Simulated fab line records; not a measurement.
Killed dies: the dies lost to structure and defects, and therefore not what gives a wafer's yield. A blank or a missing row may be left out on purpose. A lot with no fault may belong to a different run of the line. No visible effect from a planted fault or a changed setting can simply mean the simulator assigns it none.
fab line records	flow nand-harc
[record] lots = 15	wafers = 45	last-day = 33
route steps=1302 shown P_GATE@207 P_CONTACT@236 P_M0@268
lots untouched by any fault: they come from a run of this same line in which no faults occurred
start-h: hours from the record's first day to the start of the lot's first wafer shown	wait-h: how many hours have passed since the lot's step before this one	" identical to the entry in the row above	L1.1+2: one row covering several wafers at once	- either no value or no given start	* or withheld: withheld	< > ~ a bound
route shown NAME@n: names a module that has steps shown in the file, with the first one's number in the route	usual: average and standard deviation across the fault-free wafers	same: alike in all rows	chamber/n: place in a boat	sites: each site's reading	_std_site: standard deviation across them	_edge_site: outer sites' mean less inner sites'	radius-mm: for every site, how far away it sits from the centre of the wafer	mask NAME#n: copy n	behind: the last tool/chamber to shape the wafer	hold: why the lot was held/for how many hours/how that ended	device: names the non-switching transistor (n, p or np)	end of line: tests run on the same wafers once the route is complete	step lacking rows: just its recipe	killed: not the wafer's yield, but the dies lost to structure and defects at the first sort	map: per-die view of a wafer (x killed, . not killed, _ where there is no die)
set.NAME: the run value of the setting; set.NAME@STEP: its run value at that earlier step	model.NAME: the simulator's own value behind a step, which no gauge read
the route's steps for a sample of lots (tables are steps, rows are wafers)
services: when a tool's chamber went out of use (start-h, in hours from the record's first day, below 0 if earlier), for how many hours, and the reason
[[steps]]
[step NHARC_P_GATE_RTA_64]
[recipe] temp-c = 1050	time-s = 1
[usual] lamp-power-pct = 34.82/0.26	wafer_temp_C_max = 1054.3/1.6
[same] time-s = 1
lot.wafer	tool	chamber	start-h	wait-h	lamp-power-pct	wafer_temp_C_max
L788.1	rtp-anneal-01	0	112.61	-	35.02	1052.5
L788.5	"	0	"	"	35.05	1051.9
L788.6	"	0	"	"	35.10	1053.2
L789.2	rtp-anneal-02	0	122.87	-	34.42	1055.2
L789.3	"	0	"	"	34.52	1055.9
L789.5	"	0	"	"	34.46	1056.4
L792.1	rtp-anneal-01	0	158.28	-	35.06	1054.0
L792.2	"	0	"	"	35.05	1053.5
L792.5	"	0	"	"	35.03	1053.9
L797.2	rtp-anneal-02	0	206.68	-	34.43	1056.4
L797.4	"	0	"	"	34.51	1058.7
L797.6	"	0	"	"	34.46	1056.7
L798.3	rtp-anneal-01	0	211.29	-	35.02	1052.5
L798.4	"	0	"	"	35.02	1054.2
L798.5	"	0	"	"	34.91	1052.4
L799.2	rtp-anneal-02	0	222.51	-	34.49	1057.6
L799.4	"	0	"	"	34.43	1056.3
L799.6	"	0	"	"	34.49	1055.4
L802.1	rtp-anneal-01	0	257.59	-	35.02	1052.6
L802.5	"	0	"	"	35.00	1054.4
L802.6	"	0	"	"	35.02	1053.1
L801.2	rtp-anneal-02	0	258.48	-	34.36	1057.7
L801.3	"	0	"	"	34.44	1055.4
L801.4	"	0	"	"	34.45	1057.4
L803.3	rtp-anneal-01	0	265.84	-	35.02	1053.7
L803.4	"	0	"	"	34.98	1053.8
L803.5	"	0	"	"	35.02	1052.3
L804.2	rtp-anneal-01	0	277.19	-	35.03	1054.2
L804.3	"	0	"	"	34.96	1052.6
L804.4	"	0	"	"	35.02	1052.8
L805.2	rtp-anneal-01	0	292.22	-	35.03	1053.1
L805.4	"	0	"	"	35.01	1054.0
L805.6	"	0	"	"	35.03	1053.6
L807.1	rtp-anneal-01	0	304.68	-	35.01	1052.7
L807.2	"	0	"	"	35.04	1052.2
L807.4	"	0	"	"	35.06	1052.1
L809.3	rtp-anneal-02	0	321.67	-	34.47	1058.3
L809.4	"	0	"	"	34.50	1054.4
L809.6	"	0	"	"	34.56	1054.8
L810.3	rtp-anneal-01	0	340.80	-	34.92	1053.2
L810.4	"	0	"	"	34.95	1054.0
L810.5	"	0	"	"	35.02	1053.8
L811.3	rtp-anneal-01	0	346.91	-	35.01	1052.9
L811.4	"	0	"	"	34.99	1052.9
L811.5	"	0	"	"	34.97	1053.8
[step NHARC_P_CONTACT_ETCH_35]
[recipe] target-depth-a = 390	over-etch-frac = 0.3	time-s = 65	ion-energy-ev = 80	cf4-flow-sccm = 150	ar-flow-sccm = 0	rf-w = 300	bias-w = 100	chemistry = CF4
[usual] drypump-motor-current-A = 5.89/0.28	oes-product-au = 1.001/0.0083	rf-vpp-V = 151.6/0.98	showerhead-plenum-p-Torr = 1.79/0.04	throttle-valve-pct = 13.282/0.01
[same] time-s = 65
lot.wafer	tool	chamber	start-h	wait-h	drypump-motor-current-A	oes-product-au	rf-hours-counter-h	rf-vpp-V	showerhead-plenum-p-Torr	throttle-valve-pct
L788.1	rie-diel-01	2	115.74	0.1	6.07	0.996	2.6	150.0	1.80	13.267
L788.6	"	2	"	"	6.07	1.000	-	150.9	1.80	13.267
L788.5	"	3	"	"	5.44	0.992	-	152.9	1.80	13.290
L789.2	rie-diel-01	0	125.88	0.1	6.04	0.985	2.7	152.6	1.85	13.304
L789.3	"	2	"	"	6.08	0.995	3.0	151.5	1.80	13.264
L789.5	"	0	"	"	6.02	1.002	-	152.7	1.85	13.280
L792.1	rie-diel-05	2	161.44	0.1	6.31	0.986	4.8	150.5	1.73	13.287
L792.2	"	3	"	"	5.61	1.011	4.4	151.4	1.82	13.302
L792.5	"	1	"	"	5.96	0.995	-	151.0	1.81	13.291
L797.2	rie-diel-05	2	209.95	0.1	6.30	1.005	8.5	151.8	1.73	13.276
L797.4	"	3	"	"	5.56	1.004	8.0	152.9	1.81	13.272
L797.6	"	1	"	"	5.95	1.002	-	151.8	1.81	13.270
L798.3	rie-diel-01	3	214.27	0.1	5.42	0.992	0.0	151.8	1.80	13.273
L798.4	"	1	"	"	5.62	0.995	0.0	151.2	1.81	13.277
L798.5	"	2	"	"	6.09	0.974	-	150.4	1.80	13.273
L799.4	rie-diel-04	2	225.64	0.1	5.98	0.993	1.4	152.1	1.83	13.270
L799.2	"	3	"	"	5.70	1.013	1.2	153.0	1.79	13.304
L799.6	"	1	"	"	5.90	1.012	-	151.2	1.71	13.283
L802.1	rie-diel-01	3	260.82	0.1	5.42	1.006	1.4	150.2	1.80	13.292
L802.5	"	3	"	"	5.44	0.999	-	150.7	1.80	13.295
L802.6	"	0	"	"	6.01	0.996	-	151.5	1.85	13.281
L801.3	rie-diel-04	3	261.61	0.1	5.69	1.004	2.1	151.9	1.79	13.291
L801.4	"	0	"	"	6.09	1.007	2.2	152.5	1.77	13.286
L801.2	"	1	"	"	5.93	1.000	2.4	150.4	1.71	13.279
L803.3	rie-diel-01	1	268.82	0.1	5.59	0.995	2.0	153.1	1.81	13.283
L803.5	"	2	"	"	6.07	0.997	-	151.9	1.80	13.281
L803.4	"	1	"	"	5.60	0.996	-	151.9	1.81	13.284
L804.4	rie-diel-01	0	280.21	0.1	6.02	1.009	1.9	153.0	1.85	13.294
L804.3	"	1	"	"	5.61	0.988	2.7	151.3	1.81	13.291
L804.2	"	2	"	"	6.09	0.999	2.9	152.4	1.80	13.281
L805.2	rie-diel-04	1	295.40	0.1	5.92	1.010	3.2	149.7	1.71	13.286
L805.4	"	3	"	"	5.69	1.013	2.8	152.0	1.79	13.284
L805.6	"	2	"	"	5.99	1.012	-	151.5	1.83	13.264
L807.1	rie-diel-05	2	307.88	0.1	6.30	1.001	1.9	151.2	1.73	13.287
L807.2	"	3	"	"	5.56	1.010	2.3	152.4	1.81	13.275
L807.4	"	1	"	"	5.96	0.999	1.8	153.6	1.81	13.275
L809.3	rie-diel-01	3	324.70	0.1	5.44	1.002	3.9	154.1	1.80	13.280
L809.4	"	1	"	"	5.58	0.992	4.0	153.1	1.81	13.289
L809.6	"	3	"	"	5.45	0.997	-	151.4	1.80	13.283
L810.4	rie-diel-05	3	343.90	0.1	5.58	0.996	4.0	149.6	1.81	13.280
L810.3	"	2	"	"	6.29	0.989	3.6	150.9	1.73	13.269
L810.5	"	3	"	"	5.53	0.992	-	152.1	1.81	13.272
L811.3	rie-diel-05	1	350.35	0.1	5.95	1.005	3.6	151.6	1.81	13.279
L811.4	"	0	"	"	6.25	0.994	3.9	150.9	1.72	13.275
L811.5	"	2	"	"	6.29	0.998	-	150.1	1.73	13.287
[step NHARC_P_CONTACT_CMP_24]
[recipe] t-overpolish-s = 30	target-thk-nm = 200
[usual] edge-zone-pressure-frac = 1.001/0.0046	motor-current-A = 12.2/1.1	overpolish-run-s = 30.000/0.0092	time-to-endpoint-s = 39.5/2.3
lot.wafer	tool	chamber	start-h	wait-h	edge-zone-pressure-frac	motor-current-A	overpolish-run-s	time-to-endpoint-s
L788.1	cmp-01	0	118.35	0.5	1.002	13.6	30.006	40.4
L788.6	"	3	"	"	0.995	10.6	29.994	39.3
L788.5	"	0	"	"	0.997	13.6	29.993	40.2
L789.3	cmp-03	2	128.50	0.4	1.003	12.4	30.017	41.7
L789.2	"	0	"	"	0.998	13.9	29.993	39.2
L789.5	"	2	"	"	0.998	11.5	29.993	42.3
L792.1	cmp-01	1	164.03	0.5	1.002	11.4	30.008	41.9
L792.2	"	3	"	"	1.004	10.9	30.002	44.6
L792.5	"	1	"	"	1.001	11.0	30.009	42.9
L797.4	cmp-03	1	212.61	0.3	-	-	-	-
L797.2	"	2	"	"	-	-	-	-
L797.6	"	3	"	"	-	-	-	-
L798.4	cmp-01	2	216.86	0.3	-	-	-	-
L798.3	"	0	"	"	-	-	-	-
L798.5	"	2	"	"	-	-	-	-
L799.4	cmp-02	2	228.24	0.4	-	-	-	-
L799.2	"	0	"	"	-	-	-	-
L799.6	"	2	"	"	-	-	-	-
L802.1	cmp-01	3	263.89	0.5	1.009	11.0	30.013	39.5
L802.5	"	0	"	"	0.999	13.6	30.008	39.2
L802.6	"	1	"	"	1.004	11.1	30.003	41.3
L801.4	cmp-02	3	264.20	0.3	0.998	12.4	30.005	35.9
L801.3	"	0	"	"	1.003	13.6	29.982	41.1
L801.2	"	1	"	"	1.005	12.1	30.002	35.1
L803.3	cmp-01	1	271.53	0.4	0.997	11.0	29.985	39.2
L803.4	"	2	"	"	1.003	11.4	29.989	39.0
L803.5	"	2	"	"	1.007	11.7	30.000	40.5
L804.3	cmp-03	3	282.81	0.3	1.002	10.8	30.008	40.2
L804.2	"	0	"	"	0.999	13.8	29.993	39.2
L804.4	"	2	"	"	0.997	11.6	30.001	40.7
L805.2	cmp-02	2	298.01	0.6	1.001	12.1	30.022	41.3
L805.4	"	0	"	"	0.992	13.0	29.998	41.3
L805.6	"	2	"	"	1.001	11.9	29.987	41.2
L807.1	cmp-02	2	310.49	0.5	1.008	12.0	29.993	39.3
L807.4	"	3	"	"	0.997	11.9	30.000	36.8
L807.2	"	1	"	"	1.008	11.8	30.002	38.3
L809.3	cmp-02	1	327.31	0.3	1.001	11.4	30.003	33.4
L809.4	"	3	"	"	1.006	11.9	30.009	37.8
L809.6	"	0	"	"	1.000	13.2	29.992	40.3
L810.3	cmp-03	3	346.49	0.4	1.002	10.9	30.000	41.8
L810.4	"	2	"	"	1.001	12.0	30.011	43.8
L810.5	"	0	"	"	1.008	13.9	30.001	41.6
L811.3	cmp-01	1	352.96	0.4	0.996	10.8	30.000	38.8
L811.4	"	3	"	"	0.999	10.8	30.006	39.8
L811.5	"	0	"	"	1.005	13.9	29.989	38.4
[step NHARC_P_CONTACT_INSPECT_27]
[usual] raw-defect-count = 295/100
lot.wafer	tool	chamber	start-h	wait-h	raw-defect-count
L788.1	defect-inspect-02	-	118.73	0.1	483
L788.5	"	-	"	"	449
L788.6	"	-	"	"	333
L789.2	defect-inspect-02	-	128.88	0.1	443
L789.3	"	-	"	"	361
L789.5	"	-	"	"	383
L792.1	defect-inspect-02	-	164.43	0.1	324
L792.2	"	-	"	"	331
L792.5	"	-	"	"	188
L797.2	defect-inspect-02	-	212.96	0.1	2383
L797.4	"	-	"	"	2419
L797.6	"	-	"	"	2371
L798.3	defect-inspect-01	-	217.26	0.1	2451
L798.4	"	-	"	"	2324
L798.5	"	-	"	"	2324
L799.2	defect-inspect-01	-	228.62	0.1	2384
L799.4	"	-	"	"	2291
L799.6	"	-	"	"	2277
L802.1	defect-inspect-02	-	264.22	0.1	510
L802.5	"	-	"	"	367
L802.6	"	-	"	"	170
L801.2	defect-inspect-01	-	264.61	0.1	233
L801.3	"	-	"	"	160
L801.4	"	-	"	"	226
L803.3	defect-inspect-02	-	271.93	0.1	218
L803.4	"	-	"	"	364
L803.5	"	-	"	"	349
L804.2	defect-inspect-02	-	283.21	0.1	267
L804.3	"	-	"	"	297
L804.4	"	-	"	"	188
L805.2	defect-inspect-01	-	298.41	0.1	135
L805.4	"	-	"	"	204
L805.6	"	-	"	"	204
L807.1	defect-inspect-01	-	310.89	0.1	243
L807.2	"	-	"	"	365
L807.4	"	-	"	"	162
L809.3	defect-inspect-02	-	327.69	0.1	440
L809.4	"	-	"	"	310
L809.6	"	-	"	"	347
L810.3	defect-inspect-02	-	346.90	0.1	147
L810.4	"	-	"	"	259
L810.5	"	-	"	"	192
L811.3	defect-inspect-02	-	353.34	0.1	322
L811.4	"	-	"	"	220
L811.5	"	-	"	"	269
[step NHARC_P_M0_ETCH_15]
[recipe] target-depth-a = 1500	overetch-a = 150	time-s = 82.5	c4f8-flow-sccm = withheld	ar-flow-sccm = 400	rf-w = 600	bias-w = 300	chemistry = C4F8/Ar
[usual] oes-product-au = 0.959/0.021	rf-vpp-V = 440.3/2.4
[same] time-s = 82.5
lot.wafer	tool	chamber	start-h	wait-h	oes-product-au	rf-hours-counter-h	rf-vpp-V
L788.1	rie-diel-13	1	-	-	0.916	43	445.3
L788.6	"	1	"	"	0.919	-	443.8
L788.5	"	2	"	"	0.932	-	440.5
L789.2	rie-diel-03	0	-	-	0.981	3	437.1
L789.3	"	2	"	"	0.964	3	440.7
L789.5	"	0	"	"	0.973	-	437.2
L792.2	rie-diel-12	0	-	-	0.984	11	438.7
L792.1	"	3	"	"	0.954	11	441.9
L792.5	"	0	"	"	0.982	-	437.2
L802.1	rie-diel-12	3	-	-	0.978	26	443.6
L802.6	"	1	"	"	0.973	-	439.1
L802.5	"	2	"	"	0.965	-	437.8
L801.4	rie-diel-13	0	-	-	0.964	34	442.3
L801.3	"	1	"	"	0.954	27	445.2
L801.2	"	3	"	"	0.972	28	442.1
L803.4	rie-diel-13	0	-	-	0.938	36	442.2
L803.3	"	1	"	"	0.913	28	443.6
L803.5	"	2	"	"	0.951	-	439.8
L804.4	rie-diel-13	2	-	-	0.924	34	440.3
L804.2	"	3	"	"	0.927	34	443.3
L804.3	"	0	"	"	0.936	40	442.4
L805.4	rie-diel-03	2	-	-	0.990	5	440.1
L805.2	"	0	"	"	0.958	3	436.9
L805.6	"	3	"	"	0.975	-	440.7
L807.2	rie-diel-12	2	-	-	0.979	3	438.5
L807.1	"	0	"	"	0.957	7	438.2
L807.4	"	1	"	"	0.958	7	438.1
L809.4	rie-diel-12	3	-	-	0.964	10	442.5
L809.3	"	1	"	"	0.951	11	440.0
L809.6	"	2	"	"	0.981	-	436.2
L810.4	rie-diel-12	3	-	-	0.958	12	443.1
L810.3	"	1	"	"	0.958	13	438.7
L810.5	"	2	"	"	0.976	-	438.2
L811.3	rie-diel-03	2	-	-	0.963	26	440.4
L811.4	"	0	"	"	0.961	26	436.5
L811.5	"	3	"	"	0.988	-	441.4
[[services]]
tool	chamber	start-h	hours	kind
rie-diel-12	-	91.40	9.0	pm
cmp-01	-	99.87	4.0	pm
cmp-03	-	110.76	2.1	repair
rie-diel-05	-	125.62	0.8	repair
cmp-02	-	135.16	4.0	pm
cmp-01	-	157.28	1.1	repair
cmp-02	-	168.31	3.9	repair
cmp-01	-	184.66	14.9	repair
rie-diel-01	-	203.80	9.0	pm
rie-diel-05	-	229.60	9.0	pm
cmp-02	-	233.16	4.0	pm
rie-diel-12	0	236.41	7.9	repair
rie-diel-01	3	238.94	12.9	repair
cmp-01	-	239.99	2.9	repair
cmp-02	-	245.36	4.0	repair
rie-diel-01	1	245.74	6.8	repair
rie-diel-01	0	267.21	9.0	repair
rie-diel-12	-	268.40	9.0	pm
cmp-01	-	278.12	6.3	repair
rie-diel-12	2	280.78	17.0	repair
cmp-01	-	297.52	4.0	pm
cmp-01	-	303.46	1.9	repair
rie-diel-01	0	325.72	5.3	repair
cmp-02	-	331.16	4.0	pm
[[key]]
[first-sign] step = NHARC_P_CONTACT_CMP_24	reading = tool-record	direction = missing
[effect] step = NHARC_P_CONTACT_INSPECT_27	reading = raw-defect-count	direction = up	sigmas = 21	usual = 295	struck = 2358
met-at NHARC_P_CONTACT_CMP_24
struck-lots L797,L798,L799
later-rows-left-out L797.2,L797.4,L797.6,L798.3,L798.4,L798.5,L799.2,L799.4,L799.6
sort-left-out L797.2,L797.4,L797.6,L798.3,L798.4,L798.5,L799.2,L799.4,L799.6
tester-left-out L797,L798,L799
not-acting-at NHARC_P_GATE_RTA_64,NHARC_P_CONTACT_ETCH_35,NHARC_P_M0_ETCH_15
onset-between 164.03 212.61
[fault] kind = skipped-step-whole	tool = cmp-01,cmp-02,cmp-03	chamber = -	onset-h = 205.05	steps = NHARC_P_CONTACT_CMP_24	scope = struck-lots-only
// tester-left-out: of these lots the tester's yield and bins aren't shown, on N5 and GAA mostly nor the transistor test; their killed dies are dies lost to structure and defects alone, not to doping, threshold or leakage, so they don't give the yield
// sort-left-out: the simulated sort isn't trusted on such a fault, so these wafers' sort isn't shown, and their yield isn't known
// later-rows-left-out: the simulator's readings of these wafers behind a module that went badly wrong aren't trusted and aren't shown, but for the sort
